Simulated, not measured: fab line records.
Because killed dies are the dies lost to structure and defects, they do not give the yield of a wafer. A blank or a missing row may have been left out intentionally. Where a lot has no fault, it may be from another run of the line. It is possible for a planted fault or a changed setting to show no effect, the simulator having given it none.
Which of the tools did it? | flow n5_finfet | 6 lots, 18 wafers sampled, at 6 steps of a route of 1938

WHAT EACH GAUGE READ, for each wafer
N5_BEOL_M4_RC_MEAS_101.
lot  | measured     | on        | DIBL_N (mV/V)
L299 | day 8 17:17  | prober-01 | 37.9 37.5 35.9
L300 | day 9 02:08  | prober-02 | 34.0 36.0 33.7
L303 | day 9 06:25  | prober-01 | 32.8 30.9 34.8
L307 | day 10 08:38 | prober-01 | 34.8 36.7 36.9
L312 | day 12 04:06 | prober-02 | 35.6 35.3
L319 | day 14 00:05 | prober-02 | 31.0 36.2 37.6

WHAT TOOL EACH LOT RAN ON (gives the tool, then ch and the chambers of the sampled wafers, and finally the start)
lot  | N5_SPACER0_ALD_07                | N5_SDB_DESCUM_16                  | N5_SDB_ALD_29                    | N5_DUMMY_REMOVAL_HM_STRIP_01      | N5_HKMG_FIN_HK_ALD_01
L299 | ald_sin-04 ch 0,1,3, day 3 09:02 | rie_diel-06 ch 0,2,3, day 4 02:01 | ald_sin-04 ch 1,2,3, day 4 03:12 | rie_diel-05 ch 0,1,3, day 4 06:25 | ald_hk-01 ch 0,1,2, day 4 06:59
L300 | ald_sin-03 ch 1,3, day 3 20:53   | rie_diel-03 ch 0,2,3, day 4 14:33 | ald_sin-01 ch 0,3, day 4 15:23   | rie_diel-05 ch 1,2, day 4 18:28   | ald_hk-01 ch 0,2,3, day 4 19:01
L303 | ald_sin-03 ch 0,2,3, day 4 07:53 | rie_diel-03 ch 0,2,3, day 5 02:52 | ald_sin-04 ch 0,1,2, day 5 03:54 | rie_diel-05 ch 1,2, day 5 06:59   | ald_hk-02 ch 1,2,3, day 5 07:32
L307 | ald_sin-01 ch 0,1, day 5 06:41   | rie_diel-03 ch 0,1,3, day 5 23:52 | ald_sin-01 ch 0,1,3, day 6 01:01 | rie_diel-02 ch 0,1, day 6 04:10   | ald_hk-02 ch 0,1,3, day 6 04:44
L312 | ald_sin-03 ch 0,2,3, day 6 12:44 | rie_diel-06 ch 0,1, day 7 06:34   | ald_sin-04 ch 0,3, day 7 07:35   | rie_diel-04 ch 0,1, day 7 10:47   | ald_hk-01 ch 1, day 7 11:23
L319 | ald_sin-04 ch 1,2, day 8 07:49   | rie_diel-06 ch 0,1,3, day 9 03:55 | ald_sin-02 ch 0,2,3, day 9 04:53 | rie_diel-02 ch 0,2, day 9 07:59   | ald_hk-02 ch 1,2,3, day 9 08:32
- N5_SPACER0_ALD_07: deposits SiNx, target thk 2 nm.
- N5_SDB_DESCUM_16: chemistry O2, time 7.9 s.
- N5_SDB_ALD_29: deposits SiNx, target thk 30 nm, pulse time 1 s, ald cycles 600.
- N5_DUMMY_REMOVAL_HM_STRIP_01: strips SiNx in CH3F/O2, stops on poly-Si, target depth 4 nm, time 6.8 s.
- N5_HKMG_FIN_HK_ALD_01: deposits HfO2, target thk 1.6 nm, pulse time 3 s, purge time 3 s.

THE ANSWER, worked out from the rows above alone
Rule: what is usual is taken from the lots themselves. Put in order of their means at a reading, lots are off if they are a third of the lots or fewer, leave a main group of 4 or more, and stand apart from it by a gap of 3 or more times the standard deviation of the main group's means; of several such gaps the widest counts. A main group is skipped when, at the precision printed for the reading in the tables above, its means are all equal. Also off: a lot with no number at a reading for which 4 or more lots have one. The other lots that the step has rows for count as sound.
No lot is off on any of the readings shown, so nothing can be concluded from this.

WHAT WAS PUT IN BY THE SIMULATOR
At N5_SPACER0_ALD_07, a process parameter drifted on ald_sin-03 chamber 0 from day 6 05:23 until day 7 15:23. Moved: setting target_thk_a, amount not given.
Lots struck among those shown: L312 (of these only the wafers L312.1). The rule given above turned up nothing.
